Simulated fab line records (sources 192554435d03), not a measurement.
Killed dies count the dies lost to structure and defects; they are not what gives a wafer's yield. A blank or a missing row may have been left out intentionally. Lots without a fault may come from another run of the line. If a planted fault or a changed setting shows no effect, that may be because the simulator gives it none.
Split-lot experiment / flow n5 finfet / 21 wafers read across 7 lots, on a route 1938 steps long

## THE SPLIT ITSELF
At N5_BEOL_M4_DESCUM_16 (chemistry O2, time 7 s), the setting time s was moved away from the recipe's 7 s on 8 of the 21 wafers read, by -10.9% to +18.6%. This setting was run at the recipe's value on the other wafers.

No step appears in the file between the split and the reading.

## THE READING
CAR-EUV_of_BEOL_M4_COAT_05.thk nm (the simulator's own value, which no gauge read), in nm, at N5_BEOL_M4_ETCH_74 (etches underlayer in N2/H2, target depth 6.5 nm, time 5.2 s). No usual value for it is given in the file. Average 20.3 nm, standard deviation 0.097 nm, over the 13 wafers here run with the recipe.

wafer=L074.1; tool, chamber at the split=rie diel-04, 2; time s as run, s=7; against the recipe=recipe; CAR-EUV_of_BEOL_M4_COAT_05.thk nm, nm=20.4; against lot-mates on the recipe=-
wafer=L074.3; tool, chamber at the split=rie diel-04, 3,1; time s as run, s=6.306; against the recipe=-9.9%; CAR-EUV_of_BEOL_M4_COAT_05.thk nm, nm=20.6; against lot-mates on the recipe=+0.2
wafer=L074.4; tool, chamber at the split=rie diel-04, 3,1; time s as run, s=6.306; against the recipe=-9.9%; CAR-EUV_of_BEOL_M4_COAT_05.thk nm, nm=20.8; against lot-mates on the recipe=+0.4
wafer=L079.1; tool, chamber at the split=rie diel-04, 0; time s as run, s=7; against the recipe=recipe; CAR-EUV_of_BEOL_M4_COAT_05.thk nm, nm=20.4; against lot-mates on the recipe=-
wafer=L079.2; tool, chamber at the split=rie diel-04, 3,0; time s as run, s=7; against the recipe=recipe; CAR-EUV_of_BEOL_M4_COAT_05.thk nm, nm=20.4; against lot-mates on the recipe=-
wafer=L079.5; tool, chamber at the split=rie diel-04, 3,0; time s as run, s=7; against the recipe=recipe; CAR-EUV_of_BEOL_M4_COAT_05.thk nm, nm=20.4; against lot-mates on the recipe=-
wafer=L084.3; tool, chamber at the split=rie diel-01, 3; time s as run, s=6.236; against the recipe=-10.9%; CAR-EUV_of_BEOL_M4_COAT_05.thk nm, nm=20.6; against lot-mates on the recipe=+0.2
wafer=L084.4; tool, chamber at the split=rie diel-01, 3; time s as run, s=6.236; against the recipe=-10.9%; CAR-EUV_of_BEOL_M4_COAT_05.thk nm, nm=20.6; against lot-mates on the recipe=+0.2
wafer=L084.6; tool, chamber at the split=rie diel-01, 0; time s as run, s=7; against the recipe=recipe; CAR-EUV_of_BEOL_M4_COAT_05.thk nm, nm=20.4; against lot-mates on the recipe=-
wafer=L087.2; tool, chamber at the split=rie diel-01, 3,0; time s as run, s=7; against the recipe=recipe; CAR-EUV_of_BEOL_M4_COAT_05.thk nm, nm=20.2; against lot-mates on the recipe=-
wafer=L087.6; tool, chamber at the split=rie diel-01, 3,0; time s as run, s=7; against the recipe=recipe; CAR-EUV_of_BEOL_M4_COAT_05.thk nm, nm=20.2; against lot-mates on the recipe=-
wafer=L087.4; tool, chamber at the split=rie diel-01, 1; time s as run, s=7; against the recipe=recipe; CAR-EUV_of_BEOL_M4_COAT_05.thk nm, nm=20.4; against lot-mates on the recipe=-
wafer=L091.3; tool, chamber at the split=rie diel-01, 0,1; time s as run, s=8.182; against the recipe=+16.9%; CAR-EUV_of_BEOL_M4_COAT_05.thk nm, nm=19.8; against lot-mates on the recipe=-0.6
wafer=L091.4; tool, chamber at the split=rie diel-01, 0; time s as run, s=7; against the recipe=recipe; CAR-EUV_of_BEOL_M4_COAT_05.thk nm, nm=20.4; against lot-mates on the recipe=-
wafer=L091.6; tool, chamber at the split=rie diel-01, 0,1; time s as run, s=8.182; against the recipe=+16.9%; CAR-EUV_of_BEOL_M4_COAT_05.thk nm, nm=20; against lot-mates on the recipe=-0.4
wafer=L088.2; tool, chamber at the split=rie diel-03, 1; time s as run, s=7; against the recipe=recipe; CAR-EUV_of_BEOL_M4_COAT_05.thk nm, nm=20.2; against lot-mates on the recipe=-
wafer=L088.5; tool, chamber at the split=rie diel-03, 1; time s as run, s=7; against the recipe=recipe; CAR-EUV_of_BEOL_M4_COAT_05.thk nm, nm=20.4; against lot-mates on the recipe=-
wafer=L088.6; tool, chamber at the split=rie diel-03, 2; time s as run, s=7.561; against the recipe=+8.0%; CAR-EUV_of_BEOL_M4_COAT_05.thk nm, nm=20; against lot-mates on the recipe=-0.3
wafer=L089.1; tool, chamber at the split=rie diel-01, 0,2; time s as run, s=7; against the recipe=recipe; CAR-EUV_of_BEOL_M4_COAT_05.thk nm, nm=20.2; against lot-mates on the recipe=-
wafer=L089.6; tool, chamber at the split=rie diel-01, 0,2; time s as run, s=7; against the recipe=recipe; CAR-EUV_of_BEOL_M4_COAT_05.thk nm, nm=20.2; against lot-mates on the recipe=-
wafer=L089.2; tool, chamber at the split=rie diel-01, 3; time s as run, s=8.303; against the recipe=+18.6%; CAR-EUV_of_BEOL_M4_COAT_05.thk nm, nm=19.6; against lot-mates on the recipe=-0.6
If several chambers appear in one row, that row covers several wafers at once and the file leaves open which wafer was in which chamber.

THE FIT
A straight line over all 21 wafers: CAR-EUV_of_BEOL_M4_COAT_05.thk nm changes by -0.031 nm for each +1% of time s; r = -0.92; the points scatter about the line by 0.11 nm.
The same after taking each lot's own level away (the mean of its wafers on the recipe; 21 wafers): -0.0286 nm for each +1%; r = -0.95; scatter 0.078 nm.
According to that fit, moving time s by its largest amount changes the reading by 0.53 nm.
The span of the lots' own levels, 20.20 to 20.40 nm, comes to 2.1 times the standard deviation stated above.
The two slopes agree, so the slope changes little with the lot-to-lot level.
Check: with one of the wafers moved furthest among these (+18.6%) left out of the fit, the line predicts -0.53 nm for it against its lot-mates. It came out at -0.6 nm against them.

## OTHER SPLITS ON THESE WAFERS
Before the reading, these wafers also passed through other splits. Each is held against what the fit with the lots' levels taken away leaves over:
other split on the same wafers=N5_BEOL_M3_HM_DEP_02 target thk a; wafers away from the commonest value=6; r with CAR-EUV_of_BEOL_M4_COAT_05.thk nm (lot level and that fit taken away)=-0.22
other split on the same wafers=N5_BEOL_M4_EXPOSE_08 dose mj; wafers away from the commonest value=7; r with CAR-EUV_of_BEOL_M4_COAT_05.thk nm (lot level and that fit taken away)=-0.09

## THE WHOLE CHAIN: every reading that the file lists as answering this split, in the file's order
step=N5_BEOL_M4_DESCUM_16; what it does=chemistry O2, time 7 s; reading=CAR-EUV_of_BEOL_M4_COAT_05.thk nm (the simulator's own value, which no gauge read); change (the file's fit)=-0.0338 nm for each +1% of the setting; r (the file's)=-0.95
step=N5_BEOL_M4_ETCH_74; what it does=etches underlayer in N2/H2, target depth 6.5 nm, time 5.2 s; reading=CAR-EUV_of_BEOL_M4_COAT_05.thk nm (the simulator's own value, which no gauge read); change (the file's fit)=-0.0298 nm for each +1% of the setting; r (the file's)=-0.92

## FILE'S OWN FIT
CAR-EUV_of_BEOL_M4_COAT_05.thk nm changes by -0.0298 nm for each +1% of time s, r = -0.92.
